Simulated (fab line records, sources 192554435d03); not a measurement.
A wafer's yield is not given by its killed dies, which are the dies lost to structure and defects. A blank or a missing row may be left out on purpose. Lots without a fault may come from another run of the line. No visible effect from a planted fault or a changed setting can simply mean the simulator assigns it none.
The tool behind it: which one?	flow n5Finfet	Sampling: 10 lots, 30 wafers, 5 of 1938 route steps

## WHAT EACH GAUGE READ, for each wafer
N5_BEOL_M0_SAQP_OVL_MEAS_15. Usual: M0_CORE_OVL 0.1 nm, standard deviation 0.73.
lot	measured	on	M0_CORE_OVL (nm)	flag
L483	day 5 17:55	overlay-01	0.4 0.3 -0.2	
L485	day 6 09:29	overlay-01	0.4 1.5 -0.1	
L490	day 7 11:49	overlay-02	-1.2 -0.4 -1.2	
L493	day 8 03:59	overlay-01	0.0 0.6 0.8	
L497	day 9 03:41	overlay-02	-0.7 1.0 1.7	
L499	day 9 18:12	overlay-02	-0.4 0.2 0.2	
L500	day 9 22:31	overlay-02	-0.2 -0.9 -0.7	
L503	day 11 00:02	overlay-02	0.4 -0.3 0.9	
L504	day 11 03:13	overlay-01	-0.3 -0.5 0.1	
L505	day 11 07:07	overlay-02	-0.6 -2.0 -0.2	

N5_BEOL_M0_SAQP_CD_MEAS_40: target cd 30 nm. Usual: cdNm reads 30.06 nm (standard deviation 0.23).
lot	measured	on	cdNm (nm)	flag
L483	day 5 23:38	cdSem-02	30.05 29.72 29.93	
L485	day 6 14:37	cdSem-01	30.43 30.14 30.03	
L490	day 7 15:45	cdSem-01	30.00 29.75 29.81	
L493	day 8 08:17	cdSem-02	30.23 29.97 30.08	
L497	day 9 07:48	cdSem-01	30.10 30.03 30.36	
L499	day 9 22:14	cdSem-02	30.06 30.22 30.14	
L500	day 10 03:04	cdSem-03	30.40 30.29 29.74	
L503	day 11 04:17	cdSem-02	29.34 30.11 30.49	
L504	day 11 08:38	cdSem-01	30.15 30.30 30.36	
L505	day 11 10:55	cdSem-03	29.95 30.05 30.17	

N5_BEOL_M4_RC_MEAS_101. Usual: DIBL_N 36.4 mV/V, standard deviation 1.7; DIBL_P 36.4 mV/V, standard deviation 2.1; IOFF_N 0.16 nA/um, standard deviation 0.035; IOFF_P 0.21 nA/um, standard deviation 0.035; ION_N 680 uA/um, standard deviation 11; ION_P 465 uA/um, standard deviation 6.8; SS_N 71.5 mV/dec, standard deviation 0.58; SS_P 73.2 mV/dec, standard deviation 0.72; VT_N 249 mV, standard deviation 3.6; VT_P -250 mV, standard deviation 3.1.
lot	measured	on	DIBL_N (mV/V)	DIBL_P (mV/V)	IOFF_N (nA/um)	IOFF_P (nA/um)	ION_N (uA/um)	ION_P (uA/um)	SS_N (mV/dec)	SS_P (mV/dec)	VT_N (mV)	VT_P (mV)	flag
L483	day 8 08:55	prober-02	34.6 34.0 37.1	34.5 33.7 37.9	0.14 0.13 0.18	0.19 0.17 0.23	669 667 689	462 460 467	71.7 71.6 71.5	72.8 72.1 73.1	252 253 246	-248 -253 -247	
L485	day 8 23:29	prober-01	35.5 36.5 34.6	36.7 37.4 35.5	0.17 0.20 0.16	0.22 0.23 0.19	701 691 686	472 463 464	71.6 71.4 71.5	73.9 73.5 73.5	246 246 250	-246 -246 -251	
L490	day 9 23:12	prober-02	34.2 34.8 37.7	34.4 34.9 37.7	0.13 0.14 0.18	0.18 0.18 0.22	689 675 695	466 465 468	70.7 72.1 71.9	72.2 72.0 72.7	251 251 248	-254 -253 -252	
L493	day 10 17:04	prober-02	37.5 37.0 38.2	39.5 37.7 39.3	0.18 0.16 0.19	0.23 0.20 0.22	680 662 677	463 456 458	71.6 71.4 71.7	74.5 73.6 74.7	249 250 247	-249 -251 -249	
L497	day 11 20:44	prober-02	34.3 32.1 35.0	33.7 33.2 36.9	0.13 0.11 0.15	0.17 0.17 0.20	657 669 663	460 466 458	71.6 70.7 71.1	72.2 72.4 73.0	254 252 249	-251 -253 -249	
L499	day 12 09:25	prober-02	37.1 36.5 34.3	38.1 37.3 35.6	0.16 0.15 0.13	0.22 0.21 0.19	680 656 668	461 452 465	71.9 71.4 71.2	73.2 72.5 72.7	250 254 255	-251 -250 -248	
L500	day 12 14:55	prober-02	34.0 37.2 35.8	33.9 36.5 35.5	0.12 0.16 0.14	0.15 0.19 0.18	664 674 676	457 458 464	71.4 71.8 70.8	72.0 72.7 72.2	256 250 252	-253 -252 -255	
L503	day 13 05:23	prober-02	39.5 37.7 41.5	40.4 37.7 42.8	0.24 0.19 0.31	0.28 0.23 0.32	686 702 717	463 471 480	73.2 71.0 72.9	74.5 73.2 75.0	243 243 239	-247 -249 -245	
L504	day 13 18:07	prober-01	38.1 36.0 34.3	38.2 34.8 33.1	0.17 0.14 0.12	0.26 0.20 0.18	678 674 669	476 470 466	71.5 71.9 70.5	74.7 72.7 72.2	251 252 254	-248 -250 -251	
L505	day 13 21:46	prober-01	36.0 34.6 38.6	36.2 33.8 39.1	0.16 0.12 0.21	0.23 0.19 0.28	678 665 692	470 464 469	71.7 71.1 72.3	72.8 72.1 74.4	248 252 247	-249 -251 -247	

## WHICH TOOL RAN EACH LOT (tool, then ch and the chambers of the sampled wafers, then the start)
lot	N5_BEOL_M0_SAQP_MANDREL_ETCH_20	N5_BEOL_M0_SAQP_COAT_34
L483	rieSi-02 ch 0,3, day 5 18:14	lithoTrack-02 ch 0, day 5 23:22
L485	rieSi-01 ch 1,2, day 6 09:49	lithoTrack-04 ch 0, day 6 14:21
L490	rieSi-02 ch 2,3, day 7 12:10	lithoTrack-02 ch 0, day 7 15:22
L493	rieSi-02 ch 0,3, day 8 04:20	lithoTrack-02 ch 0, day 8 07:55
L497	rieSi-06 ch 1,2,3, day 9 04:02	lithoTrack-04 ch 0, day 9 07:25
L499	rieSi-06 ch 0,2, day 9 18:41	lithoTrack-03 ch 0, day 9 21:50
L500	rieSi-06 ch 0,2,3, day 9 22:53	lithoTrack-04 ch 0, day 10 02:48
L503	rieSi-02 ch 0,1, day 11 00:22	lithoTrack-04 ch 0, day 11 03:54
L504	rieSi-06 ch 0,2,3, day 11 03:32	lithoTrack-03 ch 0, day 11 08:23
L505	rieSi-01 ch 0,1, day 11 07:26	lithoTrack-02 ch 0, day 11 10:38
- N5_BEOL_M0_SAQP_MANDREL_ETCH_20: etches a-Si in HBr/Cl2, stops on SiNx, target depth 60 nm, bt time 10 s, time 30 s.
- N5_BEOL_M0_SAQP_COAT_34: resist thk 30 nm.

## WHAT THE TOOLS THEMSELVES READ (means of the sampled wafers that have a number; where no wafer has one, the mark that the record gives instead)
N5_BEOL_M0_SAQP_MANDREL_ETCH_20. Usual: drypumpMotorCurrentA 5.6 A, standard deviation 0.47; oesProductAu 0.776 a.u., standard deviation 0.012; throttleValvePct 35.4 %, standard deviation 0.33.
lot	tool	drypumpMotorCurrentA (A)	oesProductAu (a.u.)	throttleValvePct (%)	flag
L483	rieSi-02	6.1	0.780	35.1	
L485	rieSi-01	5.7	0.770	35.0	
L490	rieSi-02	5.9	0.775	35.8	
L493	rieSi-02	6.1	0.777	35.1	
L497	rieSi-06	5.1	0.764	35.5	
L499	rieSi-06	5.5	0.778	35.3	
L500	rieSi-06	5.3	0.774	35.3	
L503	rieSi-02	5.6	0.784	35.3	
L504	rieSi-06	5.3	0.784	35.3	
L505	rieSi-01	5.9	0.769	35.3	

N5_BEOL_M0_SAQP_COAT_34. Usual: spinSpeedRpm reads 1500.1 rpm (standard deviation 0.87).
lot	tool	spinSpeedRpm (rpm)	flag
L483	lithoTrack-02	1500.2	
L485	lithoTrack-04	1500.2	
L490	lithoTrack-02	1427.2	OFF
L493	lithoTrack-02	1427.5	OFF
L497	lithoTrack-04	1501.2	
L499	lithoTrack-03	1499.7	
L500	lithoTrack-04	1498.7	
L503	lithoTrack-04	1498.7	
L504	lithoTrack-03	1499.4	
L505	lithoTrack-02	1500.2	

## THE ANSWER, worked out from the rows above alone
Rule: take the mean of a lot's wafers that have a number; if it is more than 3 standard deviations from the usual mean, the lot is off. Also off: a lot with no number at a reading for which 4 or more lots have one. Where the step has rows for the other lots, those lots are counted as sound. The gauges are gone through in route order, then the tools' own readings, and for those a lot's mean is taken as printed above. The first step at which some lot is off is used, and at that step the reading that is off furthest; a lot without a number counts as furthest.
Off: L490, L493, at N5_BEOL_M0_SAQP_COAT_34 (spinSpeedRpm).
A tool fits if, at that step or a process step before it, it ran every lot that is off, and no sound lot after the first of them. No candidate that was tried fits.

## WHAT HAD BEEN PUT IN BY THE SIMULATOR
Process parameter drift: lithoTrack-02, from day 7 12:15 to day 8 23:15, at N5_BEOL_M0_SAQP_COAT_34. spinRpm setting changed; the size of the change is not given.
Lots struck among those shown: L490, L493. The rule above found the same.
